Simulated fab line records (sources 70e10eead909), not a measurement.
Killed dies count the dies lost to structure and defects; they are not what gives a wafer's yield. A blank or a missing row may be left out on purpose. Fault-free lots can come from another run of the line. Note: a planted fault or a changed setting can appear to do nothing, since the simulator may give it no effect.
Struck lot and sound lot, side by side ; flow nand harc ; 14 out of 1302 route steps
Sound: the wafers L345.1, L345.3, L345.4. Wafers L363.1, L363.3, L363.4 were the ones struck. At the end, the cause is stated.
Each step with rows lists, per side, the tool, then ch with its chambers, then its first start. Under that, the readings that differ: sound wafers ; struck wafers ; difference of the means ; sigmas: that difference in standard deviations of wafers without a fault.
alike: same words and numbers on both sides, and readings whose means sit less than 2 such deviations apart. not compared: any withheld reading, any reading some wafer has no value for, any bound like >300 that may hide the same value, and any number with overlapping values for which the record gives no deviation.
A row with sigmas, a row that says differs or no value, or rows on one side alone: a step with any of these is where the two part. Numbers that have no deviation but don't overlap get no sigmas and don't part them. A reading that every wafer of one side lacks parts them only if that side has two wafers or more.

first, 1 step without rows for these wafers: NHARC_A_ONON_D1_DEP_19 (target thk 1000 nm).
NHARC_A_ONON_D1_THK_MEAS_21: measures by ellipsometry.
  sound on film metro-01, day 9 10:27; struck on film metro-02, day 17 04:30
reading;sound;struck;difference;sigmas
thk nm (nm);1012 1013 1012;987 987 988;-25;-3
after that, 1 step with no rows for these wafers: NHARC_A_ONON_D1_DEP_22 (target thk 1000 nm).
NHARC_A_ONON_D1_THK_MEAS_24: measures by ellipsometry.
  sound on film metro-02, day 9 11:01; struck on film metro-01, day 17 05:04
  alike: thk nm
after that, 1 step with no rows for these wafers: NHARC_A_ONON_D1_DEP_25 (target thk 1000 nm).
NHARC_A_ONON_D1_THK_MEAS_27: measures by ellipsometry.
  sound on film metro-02, day 9 11:35; struck on film metro-02, day 17 05:38
reading;sound;struck;difference;sigmas
thk nm (nm);984 982 984;1001 1004 1003;+19;+2
after that, 1 step with no rows for these wafers: NHARC_A_ONON_D1_DEP_28 (target thk 1000 nm).
NHARC_A_ONON_D1_THK_MEAS_30: measures by ellipsometry.
  sound on film metro-02, day 9 12:09; struck on film metro-01, day 17 06:12
  alike: thk nm
NHARC_A_ONON_D1_DEP_33: deposits SiO2, target thk 200 nm.
  sound on pecvd-02 ch 0,1,2, day 9 12:13; struck on pecvd-02 ch 0,1,2, day 17 06:15
  alike: chamber pressure Torr, heater power w, rf fwd power W, throttle valve pct
NHARC_A_ONON_D1_THK_MEAS_34: measures by ellipsometry.
  sound on film metro-02, day 9 12:39; struck on film metro-02, day 17 06:40
  alike: thk nm
NHARC_A_ONON_D1_INSPECT_32:
  sound on defect inspect-01, day 9 12:43; struck on defect inspect-02, day 17 06:45
  alike: raw defect count
NHARC_A_CHANNEL_HOLE_D1_DEP_00: deposits aC, target thk 3100 nm.
  sound on acl dep-02 ch 0, day 9 14:32; struck on acl dep-03 ch 0, day 17 09:19
  alike: throttle valve pct
NHARC_A_CHANNEL_HOLE_D1_DEP_01: deposits SiON, target thk 140 nm.
  sound on pecvd-01 ch 1,2, day 9 16:29; struck on pecvd-03 ch 0,2, day 17 11:38
  alike: chamber pressure Torr, heater power w, rf fwd power W
-- the record jumps here: 16 days lie between the struck wafers' starts before and after (it left off in module A_CHANNEL_HOLE_D1 and takes up again in module END, whose first step shown is number 1302 of the route) --
NHARC_END_SORT_01:
  the record has rows for the struck wafers here (prober-02 ch 0, day 33 15:00) and none for the sound ones

## WHERE THEY PART
First at NHARC_A_ONON_D1_THK_MEAS_21; last, within this record, at NHARC_END_SORT_01.

WHY: the cause the simulator had injected
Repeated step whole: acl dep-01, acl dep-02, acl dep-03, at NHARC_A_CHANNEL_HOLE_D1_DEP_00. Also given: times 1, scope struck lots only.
